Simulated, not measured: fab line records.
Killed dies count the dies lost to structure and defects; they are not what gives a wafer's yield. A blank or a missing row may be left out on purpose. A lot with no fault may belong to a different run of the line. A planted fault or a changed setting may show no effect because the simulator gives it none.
Matching of chambers | flow nand_harc | NHARC_A_CHANNEL_FILL_D2_STRIP_28 on rie_diel-13 has 4 sister chambers
The step strips in O2, time 20 s. 16 wafers are shown with their chamber, then 8 later ones without.

== EACH WAFER AND ITS CHAMBER ==
wafer  | chamber | showerhead_plenum_p_Torr (Torr) | drypump_motor_current_A (A) | oes_product_au (a.u.)
L074.1 | 2       | 3.33                            | 5.0                         | 0.986
L074.5 | 1       | 3.34                            | 5.3                         | 1.009
L074.6 | 2       | 3.33                            | 5.0                         | 0.991
L077.1 | 2       | 3.33                            | 5.0                         | 0.990
L077.4 | 0       | 3.32                            | 5.3                         | 0.980
L077.6 | 2       | 3.33                            | 5.0                         | 0.982
L078.1 | 0       | 3.32                            | 5.4                         | 0.977
L078.4 | 2       | 3.33                            | 5.0                         | 0.980
L078.5 | 0       | 3.32                            | 5.4                         | 0.981
L083.1 | 3       | 3.45                            | 5.4                         | 1.000
L083.2 | 1       | 3.34                            | 5.3                         | 0.990
L083.5 | 0       | 3.32                            | 5.4                         | 0.984
L084.2 | 1       | 3.34                            | 5.3                         | 0.987
L084.3 | 0       | 3.32                            | 5.4                         | 1.004
L084.6 | 2       | 3.32                            | 5.0                         | 0.987
L087.3 | 2       | 3.32                            | 5.0                         | 0.996

SIGNATURES (averages over the wafers above)
reading                  | chamber 0 | chamber 1 | chamber 2 | chamber 3 | scatter within a chamber
showerhead_plenum_p_Torr | 3.3200    | 3.3400    | 3.3271    | 3.4500    | 0.00345
drypump_motor_current_A  | 5.380     | 5.300     | 5.000     | 5.400     | 0.0258
oes_product_au           | 0.98520   | 0.99533   | 0.98743   | 1.00000   | 0.00881
Rule: for a wafer and a chamber, the distance is found by dividing, reading by reading, the gap between the wafer's reading and the chamber's mean by the reading's scatter, squaring, summing and taking the root. The wafer belongs to the nearest chamber; if the next one is less than 2 further off, it can't be placed. The scatter: take each reading less its chamber's mean, square it, sum over the shown wafers, divide by the number of wafers less the number of chambers, and take the root.

== WAFERS WITHOUT THEIR CHAMBER ==
wafer  | showerhead_plenum_p_Torr (Torr) | drypump_motor_current_A (A) | oes_product_au (a.u.)
L087.4 | 3.45                            | 5.4                         | 0.997
L087.5 | 3.32                            | 5.0                         | 1.001
L088.2 | 3.45                            | 5.3                         | 0.993
L088.4 | 3.34                            | 5.3                         | 0.994
L088.5 | 3.34                            | 5.3                         | 0.992
L097.4 | 3.45                            | 5.4                         | 1.015
L097.5 | 3.45                            | 5.4                         | 1.020
L097.6 | 3.32                            | 5.4                         | 1.014

== EACH ONE'S CHAMBER ==
wafer  | from the rows above | in truth
L087.4 | 3                   | 3
L087.5 | 2                   | 2
L088.2 | 3                   | 3
L088.4 | 1                   | 1
L088.5 | 1                   | 1
L097.4 | 3                   | 3
L097.5 | 3                   | 3
L097.6 | 0                   | 0
Correct placement for 8 of the 8. Can't be placed from these rows: 0. Wrongly placed: 0.
